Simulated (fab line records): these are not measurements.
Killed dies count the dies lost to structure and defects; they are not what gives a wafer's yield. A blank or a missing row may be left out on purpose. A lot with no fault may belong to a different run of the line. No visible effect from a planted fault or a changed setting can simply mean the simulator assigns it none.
Struck lot and sound lot, side by side ; flow nand-harc ; 13 steps out of a route of 1159
Sound: wafers L222.2, L222.4, L222.6. Struck: wafers L240.2, L240.3, L240.6. At the end, the cause is stated.
Each step with rows lists, per side, the tool, then ch with its chambers, then its first start. Under that, the readings that differ: sound wafers ; struck wafers ; difference of the means ; sigmas: that difference in standard deviations of wafers without a fault.
alike: same words and numbers on both sides, and readings whose means sit less than 2 such deviations apart. not compared: any withheld reading, any reading some wafer has no value for, any bound like >300 that may hide the same value, and any number with overlapping values for which the record gives no deviation.
Wherever a step has rows on one side only, a row that says differs or no value, or a row with sigmas, the two part there. Numbers that don't overlap but have no deviation are shown without sigmas and don't part them. A reading missing from all wafers of one side parts the sides only when that side holds two or more wafers.

NHARC_A_BLC_CVD_24: deposits W, target thk 150 nm, time 434 s.
  sound: cvd-w-01 ch 1; struck: cvd-w-02 ch 0,1
  alike: heater-power-w, mfc-h2-sccm, throttle-valve-pct
NHARC_A_BLC_CMP_25: polishes, t overpolish 30 s, target thk 150 nm.
  sound on cmp-03 ch 0,2, day 19 14:30; struck on cmp-03 ch 0,1,2, day 23 16:01
  alike: motor-current-A, overpolish-run-s, slurry-flow-ml-min, time-to-endpoint-s
next, for these wafers, 1 step has no rows: NHARC_A_BLC_SRD_27.
NHARC_A_BLC_INSPECT_28:
  sound: defect-inspect-02 at day 19 14:55; struck: defect-inspect-01 at day 23 16:26
  alike: raw-defect-count
then, 7 steps without rows for these wafers: NHARC_A_M0_DEP_00 (deposits SiOC, target thk 150 nm); NHARC_A_M0_DEHYDRATE_01 (time 120 s); NHARC_A_M0_HMDS_02 (time 30 s); NHARC_A_M0_COAT_33 (time 65 s); NHARC_A_M0_COAT_03 (resist thk 90 nm); NHARC_A_M0_SOFTBAKE_04 (time 55 s); NHARC_A_M0_EBR_05.
NHARC_A_M0_EXPOSE_06: exposes mask A M0, target cd 80 nm.
  sound on arfi-scanner-02 ch 0, day 19 15:50; struck on arfi-scanner-01, day 23 17:11
  no value came back on the struck wafers for exposure-dose-mJ-cm2, focus-offset-nm (nm), na; on the sound wafers exposure-dose-mJ-cm2 reads 83.27 83.12 83.30
  alike: mask
then, 1 step without rows for these wafers: NHARC_A_M0_PEB_07 (peb time 65 s).

## WHERE THEY PART
Only at NHARC_A_M0_EXPOSE_06, as far as this record shows.

WHY: what the simulator had put in
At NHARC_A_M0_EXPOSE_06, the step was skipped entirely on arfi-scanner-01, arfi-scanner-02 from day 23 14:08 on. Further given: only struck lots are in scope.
